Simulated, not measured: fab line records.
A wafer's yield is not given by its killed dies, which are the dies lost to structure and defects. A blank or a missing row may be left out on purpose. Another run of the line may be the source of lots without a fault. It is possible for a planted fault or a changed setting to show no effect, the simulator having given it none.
The same fault as seen by 2 desks ; flow n5 finfet ; numbers are kept per desk, each desk with only its own; the story behind them comes last

AT THE METROLOGY DESK
What the gauges read, lot by lot, whatever tool the lot ran on: means of the sampled wafers that have a number. Marked OUT: a lot whose mean sits more than 4 standard deviations from the usual mean, which makes it out of limits; the brackets give that distance. 7 of its 11 readings are shown, namely those furthest out on some lot.
Columns: A = NWELL_OVL at N5_WELL_APT_OVL_MEAS_09, usual -1 nm; B = DIBL_N at N5_BEOL_M4_RC_MEAS_101, usual 36.2 mV/V; C = DIBL_P at N5_BEOL_M4_RC_MEAS_101, usual 36.2 mV/V; D = IOFF_P at N5_BEOL_M4_RC_MEAS_101, usual 0.21 nA/um; E = ION_N at N5_BEOL_M4_RC_MEAS_101, usual 674 uA/um; F = SS_P at N5_BEOL_M4_RC_MEAS_101, usual 73.1 mV/dec; G = VT_P at N5_BEOL_M4_RC_MEAS_101, usual -250 mV
lot;first seen here;A;B;C;D;E;F;G
L204;day 2 13:55;-4;39.3;38.7;0.21;683;73.9;-255
L210;day 4 01:50;-8;35.1;34.0;0.19;669;72.7;-251
L214;day 5 02:11;-6;37.0;36.1;0.25;672;73.6;-246
L222;day 7 01:44;2;33.9;34.2;0.20;664;72.7;-251
L223;day 7 07:37;0;36.8;37.2;0.25;692;73.0;-246
This desk's verdict: no lot among the 5 shows anything out of limits.

THE DEFECT DESK
Lot by lot, what the route's inspections counted, given as the mean of those sampled wafers with a number. Marked OUT: a lot whose mean sits more than 4 standard deviations from the usual mean, which makes it out of limits; the brackets give that distance.
Columns: A = raw defect count at N5_WELL_APT_INSPECT_10, usual 2.3
lot;first seen here;A
L204;day 2 13:56;3.3
L210;day 4 01:52;2.5
L214;day 5 02:13;1.7
L222;day 7 01:45;2.0
L223;day 7 07:38;2.3
This desk's verdict: no lot among the 5 shows anything out of limits.

BROUGHT TOGETHER
From the metrology desk's view, nothing was out of limits.
The defect desk saw nothing out of limits.

WHAT WAS PUT IN BY THE SIMULATOR
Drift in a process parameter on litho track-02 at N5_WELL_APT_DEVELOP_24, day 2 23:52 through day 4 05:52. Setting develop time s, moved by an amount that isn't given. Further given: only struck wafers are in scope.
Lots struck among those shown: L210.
